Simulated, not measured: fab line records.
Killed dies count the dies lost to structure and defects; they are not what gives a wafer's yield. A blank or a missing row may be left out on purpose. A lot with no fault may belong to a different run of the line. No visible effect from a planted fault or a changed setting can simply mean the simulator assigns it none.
Which tool was responsible? / flow nand-harc / 14 lots, 42 wafers sampled, at 2 steps of a route of 1159

## WHAT EACH GAUGE READ, for each wafer
NHARC_A_BONDPAD_OVL_MEAS_35.
lot=L324; measured=day 18 05:16; on=overlay-01; overlay-x-nm (nm)=1 1 2; overlay-y-nm (nm)=0 0 0
lot=L321; measured=day 18 09:56; on=overlay-02; overlay-x-nm (nm)=-7 -7 -7; overlay-y-nm (nm)=4 4 4
lot=L326; measured=day 18 10:55; on=overlay-02; overlay-x-nm (nm)=4 3 4; overlay-y-nm (nm)=-3 -4 -4
lot=L325; measured=day 18 11:47; on=overlay-01; overlay-x-nm (nm)=0 0 0; overlay-y-nm (nm)=-6 -6 -6
lot=L331; measured=day 20 02:44; on=overlay-01; overlay-x-nm (nm)=-2 -2 -2; overlay-y-nm (nm)=-1 -1 -1
lot=L329; measured=day 20 04:50; on=overlay-02; overlay-x-nm (nm)=-5 -5 -5; overlay-y-nm (nm)=1 2 1
lot=L330; measured=day 20 13:26; on=overlay-01; overlay-x-nm (nm)=0 0 -1; overlay-y-nm (nm)=-1 -1 -1
lot=L336; measured=day 21 00:10; on=overlay-02; overlay-x-nm (nm)=6 6 6; overlay-y-nm (nm)=1 1 1
lot=L334; measured=day 21 05:47; on=overlay-02; overlay-x-nm (nm)=-8 -8 -7; overlay-y-nm (nm)=-6 -6 -6
lot=L335; measured=day 21 20:05; on=overlay-01; overlay-x-nm (nm)=5 4 4; overlay-y-nm (nm)=9 10 9
lot=L337; measured=day 21 22:19; on=overlay-02; overlay-x-nm (nm)=2 2 2; overlay-y-nm (nm)=4 5 4
lot=L339; measured=day 23 02:10; on=overlay-01; overlay-x-nm (nm)=-11 -12 -11; overlay-y-nm (nm)=8 8 8
lot=L340; measured=day 23 10:04; on=overlay-01; overlay-x-nm (nm)=-1 -1 -2; overlay-y-nm (nm)=1 1 0
lot=L343; measured=day 23 17:46; on=overlay-02; overlay-x-nm (nm)=-11 -10 -10; overlay-y-nm (nm)=-4 -4 -4

## WHAT TOOL EACH LOT RAN ON (gives the tool, then ch and the chambers of the sampled wafers, and finally the start)
lot=L324; NHARC_A_M1_DEP_33=pecvd-03 ch 1,2, day 18 03:19
lot=L321; NHARC_A_M1_DEP_33=pecvd-03 ch 0,1,2, day 18 08:00
lot=L326; NHARC_A_M1_DEP_33=pecvd-01 ch 0,1,2, day 18 09:08
lot=L325; NHARC_A_M1_DEP_33=pecvd-03 ch 0,1, day 18 10:06
lot=L331; NHARC_A_M1_DEP_33=pecvd-02 ch 0,2, day 20 00:52
lot=L329; NHARC_A_M1_DEP_33=pecvd-02 ch 0,1, day 20 03:00
lot=L330; NHARC_A_M1_DEP_33=pecvd-03 ch 0,1, day 20 11:40
lot=L336; NHARC_A_M1_DEP_33=pecvd-01 ch 0,2, day 20 21:50
lot=L334; NHARC_A_M1_DEP_33=pecvd-02 ch 0,2, day 21 03:50
lot=L335; NHARC_A_M1_DEP_33=pecvd-02 ch 1,2, day 21 18:16
lot=L337; NHARC_A_M1_DEP_33=pecvd-03 ch 1,2, day 21 20:07
lot=L339; NHARC_A_M1_DEP_33=pecvd-01 ch 0,2, day 23 00:13
lot=L340; NHARC_A_M1_DEP_33=pecvd-03 ch 0,1,2, day 23 08:02
lot=L343; NHARC_A_M1_DEP_33=pecvd-03 ch 0,1,2, day 23 16:01
- NHARC_A_M1_DEP_33: deposits SiCN, target thk 30 nm.

## AS READ BY THE TOOLS THEMSELVES (means over the sampled wafers that have a number; for cases with no such wafer, the mark the record gives instead)
NHARC_A_M1_DEP_33.
lot=L324; tool=pecvd-03; heater-power-outer-w (W)=309; heater-power-w (W)=552
lot=L321; tool=pecvd-03; heater-power-outer-w (W)=314; heater-power-w (W)=588
lot=L326; tool=pecvd-01; heater-power-outer-w (W)=304; heater-power-w (W)=550
lot=L325; tool=pecvd-03; heater-power-outer-w (W)=303; heater-power-w (W)=589
lot=L331; tool=pecvd-02; heater-power-outer-w (W)=275; heater-power-w (W)=504
lot=L329; tool=pecvd-02; heater-power-outer-w (W)=283; heater-power-w (W)=501
lot=L330; tool=pecvd-03; heater-power-outer-w (W)=299; heater-power-w (W)=582
lot=L336; tool=pecvd-01; heater-power-outer-w (W)=391; heater-power-w (W)=656
lot=L334; tool=pecvd-02; heater-power-outer-w (W)=277; heater-power-w (W)=505
lot=L335; tool=pecvd-02; heater-power-outer-w (W)=346; heater-power-w (W)=599
lot=L337; tool=pecvd-03; heater-power-outer-w (W)=340; heater-power-w (W)=607
lot=L339; tool=pecvd-01; heater-power-outer-w (W)=343; heater-power-w (W)=603
lot=L340; tool=pecvd-03; heater-power-outer-w (W)=316; heater-power-w (W)=592
lot=L343; tool=pecvd-03; heater-power-outer-w (W)=312; heater-power-w (W)=593

## THE ANSWER, worked out from the rows above alone
Rule: the usual values come from the lots themselves. Put in order of their means at a reading, lots are off if they are a third of the lots or fewer, leave a main group of 4 or more, and stand apart from it by a gap of 3 or more times the standard deviation of the main group's means; of several such gaps the widest counts. A main group is skipped when, at the precision printed for the reading in the tables above, its means are all equal. A lot without any number at a reading at which 4 lots or more have one is off too. Where the step has rows for the other lots, those lots are counted as sound. The gauges are gone through in route order, then the tools' own readings, and for those a lot's mean is taken as printed above. At the first step where some lot is off, the reading lying furthest off is the one used; lots without a number count as furthest.
No lot is off on any of the readings shown, so nothing can be concluded from this.

## WHAT THE SIMULATOR HAD PUT IN
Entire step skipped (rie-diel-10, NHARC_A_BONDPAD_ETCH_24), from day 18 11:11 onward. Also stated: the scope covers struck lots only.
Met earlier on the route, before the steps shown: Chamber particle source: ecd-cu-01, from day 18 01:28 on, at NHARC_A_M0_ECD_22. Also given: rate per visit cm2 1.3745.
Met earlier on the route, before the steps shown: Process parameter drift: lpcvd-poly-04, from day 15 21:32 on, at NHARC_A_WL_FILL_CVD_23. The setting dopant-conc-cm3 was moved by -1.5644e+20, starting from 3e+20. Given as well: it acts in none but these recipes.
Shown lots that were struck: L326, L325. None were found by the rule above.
